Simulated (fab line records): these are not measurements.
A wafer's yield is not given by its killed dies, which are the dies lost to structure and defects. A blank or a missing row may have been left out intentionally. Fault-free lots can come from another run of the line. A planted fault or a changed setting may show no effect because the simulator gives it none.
Which tool did it? -- flow n5_finfet -- 25 wafers from 9 lots sampled at 7 of the route's 1938 steps

== WHAT EACH GAUGE READ, for each wafer ==
N5_MOL_CONTACT_COAG_THK_MEAS_53.
lot,measured,on,VIA_MOL_THK (nm)
L548,day 6 12:38,film_metro-02,44.0 44.7 44.5
L549,day 6 19:21,film_metro-02,44.7 44.6 45.2
L550,day 7 01:03,film_metro-02,43.3 44.7 45.1
L551,day 7 05:28,film_metro-02,42.7 43.0 44.1
L562,day 10 19:45,film_metro-02,44.3 45.1 44.6
L560,day 10 22:49,film_metro-02,44.1 44.9 44.5
L564,day 11 01:34,film_metro-01,43.3 43.9 43.8
L565,day 11 04:17,film_metro-01,44.7 45.4
L566,day 11 13:33,film_metro-02,43.7 44.3

N5_MOL_CONTACT_COAG_INSPECT_97: inspects for defects (darkfield).
lot,measured,on,raw_defect_count
L548,day 6 15:44,defect_inspect-02,35 32 42
L549,day 6 22:26,defect_inspect-01,32 48 31
L550,day 7 04:07,defect_inspect-02,15 26 34
L551,day 7 08:31,defect_inspect-01,29 54 46
L562,day 10 22:48,defect_inspect-02,15 27 16
L560,day 11 01:53,defect_inspect-01,23 34 42
L564,day 11 04:53,defect_inspect-01,53 38 42
L565,day 11 07:52,defect_inspect-02,60 26
L566,day 11 16:37,defect_inspect-02,21 52

N5_BEOL_M0_SAQP_INSPECT_42: inspects for defects (brightfield).
lot,measured,on,raw_defect_count
L548,day 6 21:31,defect_inspect-01,344 349 432
L549,day 7 05:05,defect_inspect-01,241 242 257
L550,day 7 11:59,defect_inspect-01,524 391 339
L551,day 7 14:40,defect_inspect-02,203 213 301
L562,day 11 05:16,defect_inspect-02,298 364 2020
L560,day 11 09:27,defect_inspect-01,2004 238 1929
L564,day 11 12:16,defect_inspect-02,586 351 358
L565,day 11 13:34,defect_inspect-01,390 263
L566,day 12 01:35,defect_inspect-01,250 341

N5_BEOL_M4_RC_MEAS_101.
lot,measured,on,DIBL_N (mV/V),DIBL_P (mV/V),IOFF_N (nA/um),IOFF_P (nA/um),ION_N (uA/um),ION_P (uA/um),SS_N (mV/dec),SS_P (mV/dec),VT_N (mV),VT_P (mV)
L548,day 9 13:08,prober-02,39.4 35.0 35.1,39.2 33.6 34.5,0.25 0.14 0.15,0.30 0.21 0.23,694 656 679,472 460 471,72.9 71.2 70.9,73.9 72.8 73.0,243 252 248,-246 -249 -248
L549,day 9 18:03,prober-02,34.4 35.4 35.9,33.7 35.4 35.8,0.13 0.14 0.15,0.19 0.21 0.22,676 668 673,468 460 464,71.2 71.7 71.1,73.0 72.4 73.9,254 252 248,-252 -248 -246
L550,day 9 18:40,prober-01,35.8 37.4 35.7,37.3 38.3 36.9,0.16 0.17 0.15,0.21 0.22 0.19,681 670 680,466 460 468,70.9 71.6 71.0,72.9 73.8 73.2,252 250 251,-251 -252 -253
L551,day 9 19:36,prober-01,34.2 36.8 38.3,34.9 37.7 39.7,0.13 0.17 0.22,0.18 0.24 0.27,669 677 696,460 465 475,71.1 71.3 72.6,72.9 73.5 73.5,252 246 242,-253 -247 -247
L562,day 13 20:22,prober-01,37.3 39.4,36.5 38.5,0.15 0.18,0.20 0.23,673 673,461 456,71.4 72.3,73.8 74.2,254 254,-255 -252
L560,day 13 17:44,prober-01,39.5,40.7,0.21,0.31,675,470,72.4,74.2,250,-244
L564,day 14 21:18,prober-02,35.5 36.6 38.1,36.1 37.3 39.4,0.15 0.17 0.23,0.19 0.22 0.26,678 667 704,459 457 473,71.7 71.9 72.0,73.9 74.1 74.4,251 248 242,-252 -249 -248
L565,day 14 20:22,prober-01,33.0 34.9,34.6 36.7,0.12 0.14,0.19 0.23,675 666,472 466,70.5 71.6,72.3 72.7,250 252,-252 -248
L566,day 15 00:02,prober-02,37.5 38.1,36.9 37.8,0.18 0.20,0.25 0.27,675 677,466 463,72.0 72.2,73.6 74.2,251 248,-249 -245

== WHICH TOOL RAN EACH LOT (tool, then ch and the chambers of the sampled wafers, then the start) ==
lot,N5_BEOL_M0_SAQP_MANDREL_ETCH_20,N5_BEOL_M0_SAQP_SPACER1_ETCHBACK_99,N5_BEOL_M0_SAQP_ETCH_101
L548,"rie_si-06 ch 0,2, day 6 17:48","rie_diel-01 ch 0,1,3, day 6 18:53","rie_diel-01 ch 1,2, day 6 19:07"
L549,"rie_si-03 ch 0,1,2, day 7 00:59","rie_diel-03 ch 0,2,3, day 7 02:40","rie_diel-01 ch 0,3, day 7 02:53"
L550,"rie_si-03 ch 0,3, day 7 08:29","rie_diel-03 ch 0,1,3, day 7 09:38","rie_diel-02 ch 1,3, day 7 09:52"
L551,"rie_si-06 ch 1,2,3, day 7 10:32","rie_diel-01 ch 0,3, day 7 11:52","rie_diel-02 ch 0,1, day 7 12:13"
L562,"rie_si-03 ch 0,1,3, day 11 01:12","rie_diel-01 ch 1,2,3, day 11 02:25","rie_diel-03 ch 0,3, day 11 02:40"
L560,"rie_si-03 ch 0,3, day 11 04:32","rie_diel-01 ch 2,3, day 11 06:52","rie_diel-02 ch 0,1,3, day 11 07:10"
L564,"rie_si-02 ch 0,1,3, day 11 08:11","rie_diel-01 ch 1,2,3, day 11 09:25","rie_diel-01 ch 0,1,2, day 11 09:47"
L565,"rie_si-02 ch 0,2, day 11 09:49","rie_diel-02 ch 1,3, day 11 11:08","rie_diel-02 ch 0,2, day 11 11:22"
L566,"rie_si-02 ch 0,2, day 11 18:25","rie_diel-01 ch 0,1, day 11 22:51","rie_diel-02 ch 0,2, day 11 23:05"
- N5_BEOL_M0_SAQP_MANDREL_ETCH_20: etches a-Si in HBr/Cl2, stops on SiNx, target depth 60 nm, bt time 10 s, time 30 s.
- N5_BEOL_M0_SAQP_SPACER1_ETCHBACK_99: etches SiO2 in CHF3/O2, target depth 15.4 nm, time 7.7 s.
- N5_BEOL_M0_SAQP_ETCH_101: etches SiNx in CH3F/O2, target depth 29.9 nm, time 42.7 s.

== AS READ BY THE TOOLS THEMSELVES (means over the sampled wafers that have a number; for cases with no such wafer, the mark the record gives instead) ==
N5_BEOL_M0_SAQP_MANDREL_ETCH_20.
lot,tool,drypump_motor_current_A (A),oes_product_au (a.u.),throttle_valve_pct (%)
L548,rie_si-06,5.5,0.790,34.98
L549,rie_si-03,5.9,0.776,35.39
L550,rie_si-03,6.3,0.774,35.63
L551,rie_si-06,5.4,0.785,35.36
L562,rie_si-03,6.0,0.737,35.58
L560,rie_si-03,6.3,0.706,35.79
L564,rie_si-02,5.5,0.760,35.66
L565,rie_si-02,6.1,0.764,35.55
L566,rie_si-02,6.1,0.760,35.56

N5_BEOL_M0_SAQP_SPACER1_ETCHBACK_99.
lot,tool,drypump_motor_current_A (A),oes_product_au (a.u.),rf_vpp_V (V),showerhead_plenum_p_Torr (Torr),throttle_valve_pct (%)
L548,rie_diel-01,5.9,0.82,520,2.45,18.58
L549,rie_diel-03,5.8,0.83,519,2.44,18.67
L550,rie_diel-03,5.9,0.82,517,2.46,18.86
L551,rie_diel-01,5.8,0.74,528,2.39,18.78
L562,rie_diel-01,5.6,0.69,522,2.45,18.49
L560,rie_diel-01,5.5,0.52,532,2.39,18.50
L564,rie_diel-01,5.6,0.86,525,2.45,18.52
L565,rie_diel-02,5.7,0.69,520,2.30,19.25
L566,rie_diel-01,6.1,0.82,512,2.47,18.50

N5_BEOL_M0_SAQP_ETCH_101.
lot,tool,drypump_motor_current_A (A),oes_product_au (a.u.),rf_vpp_V (V),showerhead_plenum_p_Torr (Torr),throttle_valve_pct (%)
L548,rie_diel-01,5.7,0.92,293,2.09,15.9
L549,rie_diel-01,5.7,0.74,300,1.98,16.3
L550,rie_diel-02,5.9,0.70,297,1.91,16.6
L551,rie_diel-02,5.5,0.87,291,1.95,16.4
L562,rie_diel-03,5.5,0.80,296,2.02,16.2
L560,rie_diel-02,5.7,0.76,294,1.92,16.5
L564,rie_diel-01,6.0,0.83,293,2.05,16.0
L565,rie_diel-02,6.0,0.92,293,1.96,16.2
L566,rie_diel-02,6.0,0.92,293,1.96,16.2

== THE ANSWER, worked out from the rows above alone ==
Rule: what is usual is taken from the lots themselves. Put in order of their means at a reading, lots are off if they are a third of the lots or fewer, leave a main group of 4 or more, and stand apart from it by a gap of 3 or more times the standard deviation of the main group's means; of several such gaps the widest counts. The tables above print the reading to a certain number of digits; a main group whose means all agree to those digits is not used. Also off: a lot with no number at a reading for which 4 or more lots have one. All remaining lots with rows at the step are treated as sound. The gauges are gone through in route order, then the tools' own readings, and for those a lot's mean is taken as printed above. The first step at which some lot is off is used, and at that step the reading that is off furthest; a lot without a number counts as furthest.
Off at N5_BEOL_M0_SAQP_INSPECT_42 (raw_defect_count): L562, L560. For the main group the mean is 333 and the standard deviation 72.
If a tool, at a process step before that reading, ran all the lots that are off and no sound lot after the first of them, it fits. Those tools and the gauges at N5_BEOL_M0_SAQP_INSPECT_42 are tried in the same way. One fits: N5_BEOL_M0_SAQP_MANDREL_ETCH_20 on rie_si-03. Its last sound lot is L550 (day 7 08:29), its first lot that is off L562 (day 11 01:12): a fault that began between those two fits.

== WHAT THE SIMULATOR HAD INSERTED ==
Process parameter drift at N5_BEOL_M0_SAQP_MANDREL_ETCH_20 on rie_si-03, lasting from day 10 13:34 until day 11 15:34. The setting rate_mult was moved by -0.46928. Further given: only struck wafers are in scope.
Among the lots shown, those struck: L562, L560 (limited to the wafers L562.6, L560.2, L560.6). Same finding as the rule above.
